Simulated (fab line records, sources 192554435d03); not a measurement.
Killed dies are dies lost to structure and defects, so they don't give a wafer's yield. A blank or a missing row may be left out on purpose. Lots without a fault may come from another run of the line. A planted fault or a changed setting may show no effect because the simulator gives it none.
A struck lot beside a sound one | flow n5_finfet | 36 steps out of a route of 1938
Sound: wafers L194.1, L194.2, L194.5. Struck: wafer L207.4. (L207.1, L207.2 of the same lot were not struck and are left out.) The cause comes at the end.
At each step with rows: each side's tool, then ch and its chambers, then its first start. Under that, the readings that differ: sound wafers | struck wafers | difference of the means | sigmas: that difference in standard deviations of wafers without a fault.
alike: readings whose means differ by less than 2 such deviations, and words and numbers that are the same on both sides. not compared: withheld readings, readings that some wafer has no value for, bounds like >300 that may hide the same value, and numbers for which the record gives no deviation and whose values overlap.
The two part at a step that has a row with sigmas, a row that says differs or no value, or rows on one side only. Numbers that don't overlap but have no deviation are shown without sigmas and don't part them. A reading that every wafer of one side lacks parts them only if that side has two wafers or more.

first, 9 steps without rows for these wafers: N5_BEOL_M4_ANNEAL_95 (time 240 s); N5_BEOL_M4_SPUTTER_96 (material Cu, target thk 4.5 nm, time 8.29 s); N5_BEOL_M4_ECD_50 (material Cu, target thk 300 nm); N5_BEOL_M4_ANNEAL_51 (time 90 s); N5_BEOL_M4_CMP_52 (polishes, stops on SiOC, t overpolish 6.8 s, target thk 40 nm); N5_BEOL_M4_PRE_CLEAN_60 (time 15 s); N5_BEOL_M4_CO_CAP_55 (material Co, precursor CCTBA/H2, target thk 2 nm, time 102.1 s); N5_BEOL_M4_PRE_CLEAN_56 (time 15 s); N5_BEOL_M4_DEP_57 (deposits SiCN from 3MS/NH3, target thk 8 nm, time 14 s).
N5_BEOL_M4_RC_MEAS_101:
  sound on prober-02 ch 0, day 7 18:38; struck on prober-01 ch 0, day 11 14:16
  alike: DIBL_N, DIBL_P, IOFF_N, IOFF_P, ION_N, ION_P, SS_N, SS_P, VT_N, VT_P
then, 24 steps without rows for these wafers: N5_BEOL_M5_ILD_DEP_00 (deposits SiCOH lowk from DEMS/porogen, target thk 140.64 nm, time 25.9 s); N5_BEOL_M5_CURE_79 (cures SiCOH lowk, time 240 s); N5_BEOL_M5_PECVD_70 (deposits SiO2 from TEOS/O2, target thk 16 nm, time 18 s); N5_BEOL_M5_HM_DEP_02 (deposits TiN, target thk 20 nm); N5_BEOL_M5_COAT_59 (time 60 s, resist thk 60 nm); N5_BEOL_M5_COAT_60 (time 60 s, resist thk 12 nm); N5_BEOL_M5_COAT_71 (time 60 s, resist thk 5 nm); N5_BEOL_M5_COAT_05 (resist thk 30 nm); N5_BEOL_M5_EBR_07; N5_BEOL_M5_SOFTBAKE_06 (time 60 s); N5_BEOL_M5_EXPOSE_08 (exposes mask M5, target cd 28 nm); N5_BEOL_M5_PEB_09 (peb time 60 s); N5_BEOL_M5_DEVELOP_10 (develop time 30 s); N5_BEOL_M5_DESCUM_16 (chemistry O2, time 7 s); N5_BEOL_M5_ETCH_72 (etches underlayer in N2/H2, target depth 6.5 nm, time 5.2 s); N5_BEOL_M5_ETCH_61 (etches SiARC in CF4, target depth 15.6 nm, time 26 s); N5_BEOL_M5_ETCH_62 (etches SOC in N2/H2, target depth 75 nm, overetch 15 nm, time 112.5 s); N5_BEOL_M5_STRIP_63 (strips in N2/H2); N5_BEOL_M5_STRIP_73 (strips in N2/H2); N5_BEOL_M5_STRIP_64 (strips in CF4); N5_BEOL_M5_HM_OPEN_17 (chemistry Cl2/BCl3, target TiN, target depth 20 nm, overetch 6 nm); N5_BEOL_M5_STRIP_19 (strips in O2); N5_BEOL_M5_COAT_65 (time 60 s, resist thk 60 nm); N5_BEOL_M5_COAT_66 (time 60 s, resist thk 12 nm).
-- the record jumps here: 4 days lie between the struck wafers' starts before and after (it left off in module BEOL_M5 and takes up again in module PASSIVATION, whose first step shown is number 1936 of the route) --
N5_PASSIVATION_PECVD_01: deposits SiNx from SiH4/NH3/N2, target thk 200 nm, time 43.2 s.
  sound on pecvd-01 ch 0,1,2, day 10 15:49; struck on pecvd-01 ch 1, day 16 02:10
  alike: heater_power_w, showerhead_plenum_p_Torr, throttle_valve_pct
N5_PASSIVATION_PROBE_49:
  sound on prober-01, day 11 01:34; struck on prober-01, day 16 16:47
  reading                  | sound          | struck | difference | sigmas
  defect_limited_yield (%) | 90.3 88.4 89.3 | 64.1   | -25.2      | -18
  killed_at_other          | 5 10 2         | 316    | +310       | +94
  killed_dies              | 114 137 126    | 424    | +298       | +18
  killed_on_rim            | 14 18 15       | 152    | +136       | +34
  sort_n_pass              | 1066 1043 1054 | 756    | -298       | -12
  sort_yield_pct (%)       | 90.3 88.4 89.3 | 64.1   | -25.2      | -13
  alike: killed_at_M0_to_M3, killed_at_M4_up, killed_at_contacts, killed_at_front_end, killed_open, killed_short, sort_bin_4_leakage, sort_bin_5_function, sort_bin_6_memory

WHERE THEY PART
Only at N5_PASSIVATION_PROBE_49, within this record.

WHY: what the simulator had put in
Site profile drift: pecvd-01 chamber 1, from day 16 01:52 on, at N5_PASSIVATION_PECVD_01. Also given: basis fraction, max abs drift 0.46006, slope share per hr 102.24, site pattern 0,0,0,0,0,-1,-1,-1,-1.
